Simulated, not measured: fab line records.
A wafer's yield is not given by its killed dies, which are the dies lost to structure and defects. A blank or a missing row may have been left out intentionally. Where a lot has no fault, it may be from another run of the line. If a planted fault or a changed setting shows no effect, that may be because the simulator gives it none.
fab line records / flow n5Finfet / part 2 of 2: steps 26 to 26 of 26
record: lots: 6 wafers: 18 lastDay: 18
route steps=1938 shown GATE_CUT@469 BEOL_M4@1111 PASSIVATION@1936
lots with no fault: from the same line, run without faults
startH: start of the lot's first displayed wafer, in hours after the record's first day / waitH: how many hours have passed since the lot's step before this one / " unchanged from the row above / L1.1+2: one row covering several wafers at once / - either no value or no given start / * or withheld: withheld / < > ~ a bound
route shown NAME@n: names a module that has steps shown in the file, with the first one's number in the route / usual: mean/standard deviation taken from wafers without a fault / same: alike in all rows / chamber/n: place in a boat / sites: the reading at each site / _std_site: the standard deviation of these / _edge_site: outer sites' mean less inner sites' / radiusMm: for every site, how far away it sits from the centre of the wafer / mask NAME#n: copy n / behind: the last tool/chamber to shape the wafer / hold: why the lot was held/for how many hours/how that ended / device: names the non-switching transistor (n, p or np) / end of line: tests of these same wafers at the route's end / a step without rows: its recipe alone / killed: dies lost to structure and defects at the first sort, not the wafer's yield / map: per-die view of a wafer (x killed, . not killed, _ where there is no die)
set.NAME: the setting the step ran with; set.NAME@STEP: the setting that earlier step ran with / model.NAME: the simulator's own value behind a step, which no gauge read
certain route steps with their lots: each step a table, each wafer a row
services: when a tool's chamber went out of use (startH, in hours from the record's first day, below 0 if earlier), for how many hours, and the reason
== steps ==
step: N5_PASSIVATION_PROBE_49
usual: defectLimitedYield: 91.2/1.4 killed_at_M0_to_M3: 35/11 killed_at_M4_up: 12/4.2 killedAtContacts: 13/5.6 killedAtFrontEnd: 40/12 killedAtOther: 3.3/2.6 killedDies: 103/17 killedOpen: 68/12 killedShort: 34/7.6 sort_bin_5_function: 5.1/0.95 sort_bin_6_memory: 3.3/0.68 sortNPass: 1077/17 sortYieldPct: 91.2/1.4
same: grossDies: 1180 killedAtBackSide: 0 sort_bin_4_leakage[%]: 0 sort_bin_8_speed[%]: 0
lot.wafer=L239.2 tool=prober-02 chamber=- startH=274.07 waitH=0.1 defectLimitedYield[%]=91.5 killed_at_M0_to_M3=32 killed_at_M4_up=7 killedAtContacts=14 killedAtFrontEnd=33 killedAtOther=14 killedDies=100 killedOpen=65 killedShort=35 sort_bin_5_function[%]=4.3 sort_bin_6_memory[%]=3.8 sortNPass=1080 sortYieldPct[%]=91.5
lot.wafer=L239.3 tool=prober-02 chamber=- startH=274.12 waitH=0.1 defectLimitedYield[%]=93.3 killed_at_M0_to_M3=18 killed_at_M4_up=8 killedAtContacts=9 killedAtFrontEnd=40 killedAtOther=4 killedDies=79 killedOpen=52 killedShort=27 sort_bin_5_function[%]=4.3 sort_bin_6_memory[%]=2.1 sortNPass=1101 sortYieldPct[%]=93.3
lot.wafer=L239.6 tool=prober-02 chamber=- startH=274.27 waitH=0.3 defectLimitedYield[%]=88.8 killed_at_M0_to_M3=36 killed_at_M4_up=13 killedAtContacts=25 killedAtFrontEnd=52 killedAtOther=6 killedDies=132 killedOpen=85 killedShort=46 sort_bin_5_function[%]=6.6 sort_bin_6_memory[%]=4.3 sortNPass=1048 sortYieldPct[%]=88.8
lot.wafer=L248.1 tool=prober-02 chamber=- startH=321.33 waitH=0.0 defectLimitedYield[%]=89.7 killed_at_M0_to_M3=46 killed_at_M4_up=15 killedAtContacts=8 killedAtFrontEnd=46 killedAtOther=7 killedDies=122 killedOpen=82 killedShort=36 sort_bin_5_function[%]=6.4 sort_bin_6_memory[%]=3.5 sortNPass=1058 sortYieldPct[%]=89.7
lot.wafer=L248.3 tool=prober-02 chamber=- startH=321.43 waitH=0.1 defectLimitedYield[%]=91.5 killed_at_M0_to_M3=44 killed_at_M4_up=6 killedAtContacts=6 killedAtFrontEnd=37 killedAtOther=7 killedDies=100 killedOpen=67 killedShort=33 sort_bin_5_function[%]=4.7 sort_bin_6_memory[%]=3.6 sortNPass=1080 sortYieldPct[%]=91.5
lot.wafer=L248.6 tool=prober-02 chamber=- startH=321.58 waitH=0.3 defectLimitedYield[%]=94.7 killed_at_M0_to_M3=20 killed_at_M4_up=6 killedAtContacts=4 killedAtFrontEnd=31 killedAtOther=2 killedDies=63 killedOpen=36 killedShort=27 sort_bin_5_function[%]=3.4 sort_bin_6_memory[%]=1.4 sortNPass=1117 sortYieldPct[%]=94.7
lot.wafer=L256.1 tool=prober-01 chamber=- startH=374.91 waitH=0.0 defectLimitedYield[%]=89.5 killed_at_M0_to_M3=39 killed_at_M4_up=12 killedAtContacts=12 killedAtFrontEnd=55 killedAtOther=6 killedDies=124 killedOpen=91 killedShort=30 sort_bin_5_function[%]=6.2 sort_bin_6_memory[%]=3.9 sortNPass=1056 sortYieldPct[%]=89.5
lot.wafer=L256.4 tool=prober-01 chamber=- startH=375.06 waitH=0.2 defectLimitedYield[%]=90.9 killed_at_M0_to_M3=28 killed_at_M4_up=10 killedAtContacts=16 killedAtFrontEnd=49 killedAtOther=4 killedDies=107 killedOpen=75 killedShort=32 sort_bin_5_function[%]=4.6 sort_bin_6_memory[%]=4.3 sortNPass=1073 sortYieldPct[%]=90.9
lot.wafer=L256.6 tool=prober-01 chamber=- startH=375.16 waitH=0.3 defectLimitedYield[%]=90.2 killed_at_M0_to_M3=48 killed_at_M4_up=16 killedAtContacts=17 killedAtFrontEnd=33 killedAtOther=2 killedDies=116 killedOpen=79 killedShort=37 sort_bin_5_function[%]=6.6 sort_bin_6_memory[%]=3.1 sortNPass=1064 sortYieldPct[%]=90.2
lot.wafer=L259.1 tool=prober-02 chamber=- startH=382.98 waitH=0.0 defectLimitedYield[%]=91.2 killed_at_M0_to_M3=52 killed_at_M4_up=6 killedAtContacts=11 killedAtFrontEnd=28 killedAtOther=7 killedDies=104 killedOpen=75 killedShort=27 sort_bin_5_function[%]=5.5 sort_bin_6_memory[%]=2.9 sortNPass=1076 sortYieldPct[%]=91.2
lot.wafer=L259.5 tool=prober-02 chamber=- startH=383.18 waitH=0.2 defectLimitedYield[%]=91.5 killed_at_M0_to_M3=41 killed_at_M4_up=15 killedAtContacts=18 killedAtFrontEnd=20 killedAtOther=6 killedDies=100 killedOpen=66 killedShort=34 sort_bin_5_function[%]=4.8 sort_bin_6_memory[%]=3.2 sortNPass=1080 sortYieldPct[%]=91.5
lot.wafer=L259.6 tool=prober-02 chamber=- startH=383.23 waitH=0.3 defectLimitedYield[%]=89.8 killed_at_M0_to_M3=52 killed_at_M4_up=9 killedAtContacts=14 killedAtFrontEnd=39 killedAtOther=6 killedDies=120 killedOpen=73 killedShort=44 sort_bin_5_function[%]=6.9 sort_bin_6_memory[%]=3.0 sortNPass=1060 sortYieldPct[%]=89.8
lot.wafer=L261.2 tool=prober-01 chamber=- startH=428.37 waitH=0.1 defectLimitedYield[%]=93.0 killed_at_M0_to_M3=27 killed_at_M4_up=16 killedAtContacts=11 killedAtFrontEnd=29 killedAtOther=0 killedDies=83 killedOpen=50 killedShort=32 sort_bin_5_function[%]=4.7 sort_bin_6_memory[%]=2.0 sortNPass=1097 sortYieldPct[%]=93.0
lot.wafer=L261.4 tool=prober-01 chamber=- startH=428.47 waitH=0.2 defectLimitedYield[%]=91.5 killed_at_M0_to_M3=36 killed_at_M4_up=10 killedAtContacts=4 killedAtFrontEnd=45 killedAtOther=5 killedDies=100 killedOpen=66 killedShort=31 sort_bin_5_function[%]=4.8 sort_bin_6_memory[%]=3.5 sortNPass=1080 sortYieldPct[%]=91.5
lot.wafer=L261.6 tool=prober-01 chamber=- startH=428.57 waitH=0.3 defectLimitedYield[%]=92.5 killed_at_M0_to_M3=35 killed_at_M4_up=11 killedAtContacts=11 killedAtFrontEnd=25 killedAtOther=7 killedDies=89 killedOpen=56 killedShort=31 sort_bin_5_function[%]=4.2 sort_bin_6_memory[%]=3.0 sortNPass=1091 sortYieldPct[%]=92.5
killed by level:class
L239.2 MOL_CONTACT_COAG:geometricParticle:open=12 BEOL_M0_SAQP:geometricParticle:open=7 BEOL_M2:geometricParticle:open=6 STI_FIN_REVEAL:geometricParticle:open=5 DUMMY_GATE:geometricParticle:open=5 GATE_CUT:geometricParticle:short=5 BEOL_M1:geometricParticle:open=5 MIM_TOP_ETCH:geometricParticle:open=5
L239.3 STI_FIN_REVEAL:geometricParticle:open=11 FIN_SAQP:geometricParticle:open=5 MOL_CONTACT_COAG:geometricParticle:open=5 BEOL_M2:geometricParticle:open=5 BEOL_M1:geometricParticle:open=4 GATE_CUT:geometricParticle:open=4 MOL_CONTACT_COAG:geometricParticle:short=4 BEOL_M4:geometricParticle:open=4
L239.6 MOL_CONTACT_COAG:geometricParticle:open=20 STI_FIN_REVEAL:geometricParticle:open=18 BEOL_M2:geometricParticle:open=9 FIN_SAQP:geometricParticle:open=8 BEOL_M1:geometricParticle:open=8 GATE_CUT:geometricParticle:short=5 MOL_CONTACT_COAG:geometricParticle:short=5 BEOL_M3:geometricParticle:open=5
L248.1 BEOL_M3:geometricParticle:open=9 BEOL_M1:geometricParticle:open=8 BEOL_M2:geometricParticle:open=8 FIN_SAQP:geometricParticle:short=7 FIN_SAQP:geometricParticle:open=7 BEOL_M0_SAQP:geometricParticle:short=7 GATE_CUT:geometricParticle:open=6 BEOL_M0_SAQP:geometricParticle:open=6
L248.3 BEOL_M1:geometricParticle:open=12 BEOL_M2:geometricParticle:open=11 FIN_SAQP:geometricParticle:open=10 GATE_CUT:geometricParticle:short=7 FIN_SAQP:geometricParticle:short=6 MOL_CONTACT_COAG:geometricParticle:open=6 DUMMY_GATE:geometricParticle:open=5 BEOL_M3:geometricParticle:open=5
L248.6 FIN_SAQP:geometricParticle:open=7 FIN_SAQP:geometricParticle:short=7 GATE_CUT:geometricParticle:short=5 BEOL_M2:geometricParticle:open=5 BEOL_M3:geometricParticle:open=5 MOL_CONTACT_COAG:geometricParticle:open=4 BEOL_M0_SAQP:geometricParticle:open=4 STARTING-WAFER:geometricParticle:short=3
L256.1 STI_FIN_REVEAL:geometricParticle:open=20 BEOL_M2:geometricParticle:open=15 MOL_CONTACT_COAG:geometricParticle:open=10 FIN_SAQP:geometricParticle:open=7 BEOL_M0_SAQP:geometricParticle:open=6 BEOL_M0_SAQP:geometricParticle:short=6 BEOL_M3:geometricParticle:open=6 GATE_CUT:geometricParticle:open=5
L256.4 STI_FIN_REVEAL:geometricParticle:open=18 MOL_CONTACT_COAG:geometricParticle:open=13 FIN_SAQP:geometricParticle:short=10 BEOL_M2:geometricParticle:open=9 BEOL_M0_SAQP:geometricParticle:open=8 FIN_SAQP:geometricParticle:open=5 BEOL_M0_SAQP:geometricParticle:short=5 DUMMY_GATE:geometricParticle:open=4
L256.6 BEOL_M2:geometricParticle:open=23 MOL_CONTACT_COAG:geometricParticle:open=15 FIN_SAQP:geometricParticle:short=12 BEOL_M0_SAQP:geometricParticle:short=8 BEOL_M0_SAQP:geometricParticle:open=8 BEOL_M7:geometricParticle:open=6 FIN_SAQP:geometricParticle:open=4 STI_FIN_REVEAL:geometricParticle:open=4
L259.1 BEOL_M3:geometricParticle:open=13 FIN_SAQP:geometricParticle:open=10 BEOL_M0_SAQP:geometricParticle:open=9 BEOL_M0_SAQP:geometricParticle:short=8 BEOL_M0:geometricParticle:open=7 MOL_CONTACT_COAG:geometricParticle:short=6 BEOL_M1:geometricParticle:open=6 STI_FIN_REVEAL:geometricParticle:open=5
L259.5 MOL_CONTACT_COAG:geometricParticle:open=15 BEOL_M0_SAQP:geometricParticle:short=13 BEOL_M0_SAQP:geometricParticle:open=8 BEOL_M2:geometricParticle:open=7 BEOL_M3:geometricParticle:open=7 BEOL_M4:geometricParticle:open=6 FIN_SAQP:geometricParticle:open=4 GATE_CUT:geometricParticle:short=4
L259.6 MOL_CONTACT_COAG:geometricParticle:open=13 BEOL_M0_SAQP:geometricParticle:short=12 STI_FIN_REVEAL:geometricParticle:open=10 BEOL_M0_SAQP:geometricParticle:open=8 BEOL_M3:geometricParticle:open=8 BEOL_M1:geometricParticle:open=6 BEOL_M1:geometricParticle:short=6 SPACER0:geometricParticle:short=5
L261.2 BEOL_M2:geometricParticle:open=12 MOL_CONTACT_COAG:geometricParticle:open=10 FIN_SAQP:geometricParticle:short=9 FIN_SAQP:geometricParticle:open=8 BEOL_M4:geometricParticle:short=7 GATE_CUT:geometricParticle:short=4 BEOL_M0_SAQP:geometricParticle:open=4 BEOL_M2:geometricParticle:short=4
L261.4 FIN_SAQP:geometricParticle:open=16 BEOL_M0_SAQP:geometricParticle:open=12 BEOL_M0_SAQP:geometricParticle:short=11 FIN_SAQP:geometricParticle:short=10 DUMMY_GATE:geometricParticle:open=8 BEOL_M4:geometricParticle:open=4 BEOL_M1:geometricParticle:open=4 BEOL_M2:geometricParticle:open=4
L261.6 MOL_CONTACT_COAG:geometricParticle:open=8 BEOL_M2:geometricParticle:open=8 BEOL_M0_SAQP:geometricParticle:short=7 BEOL_M0_SAQP:geometricParticle:open=7 FIN_SAQP:geometricParticle:open=6 FIN_SAQP:geometricParticle:short=5 ILD0:geometricParticle:open=5 BEOL_M3:geometricParticle:open=5
== services ==
tool=lithoTrack-05 chamber=- startH=55.12 hours=- kind=consumableReplace:filter
tool=aldSin-04 chamber=0 startH=58.17 hours=- kind=calibration
tool=pecvd-01 chamber=1 startH=69.22 hours=2.1 kind=scheduledDown
tool=pecvd-01 chamber=- startH=70.01 hours=5.5 kind=pm
tool=aldSin-03 chamber=- startH=86.27 hours=14.0 kind=pm
tool=aldSin-03 chamber=0 startH=86.27 hours=14.0 kind=ventCycle
tool=aldSin-03 chamber=1 startH=86.27 hours=14.0 kind=ventCycle
tool=aldSin-04 chamber=- startH=87.09 hours=0.4 kind=repair
tool=rieDiel-01 chamber=- startH=89.90 hours=2.8 kind=pm
tool=rieDiel-02 chamber=0 startH=100.79 hours=3.5 kind=repair
tool=aldSin-04 chamber=- startH=103.29 hours=4.3 kind=pm
tool=rieDiel-02 chamber=0 startH=104.59 hours=9.6 kind=repair
tool=rieDiel-02 chamber=3 startH=125.78 hours=8.9 kind=repair
tool=aldSin-03 chamber=- startH=126.31 hours=2.5 kind=repair
tool=aldSin-04 chamber=2 startH=133.92 hours=6.5 kind=repair
tool=aldSin-04 chamber=- startH=148.08 hours=6.1 kind=pm
tool=pecvd-01 chamber=- startH=160.29 hours=28.1 kind=pm
tool=rieDiel-06 chamber=0 startH=161.86 hours=8.2 kind=repair
tool=aldSin-04 chamber=1 startH=167.78 hours=6.5 kind=repair
tool=pecvd-03 chamber=2 startH=202.38 hours=- kind=clean
tool=pecvd-03 chamber=2 startH=202.38 hours=- kind=consumableReplace:showerhead
tool=pecvd-03 chamber=2 startH=202.38 hours=29.0 kind=scheduledDown
tool=pecvd-03 chamber=2 startH=202.38 hours=29.0 kind=ventCycle
tool=aldSin-03 chamber=2 startH=216.08 hours=16.4 kind=repair
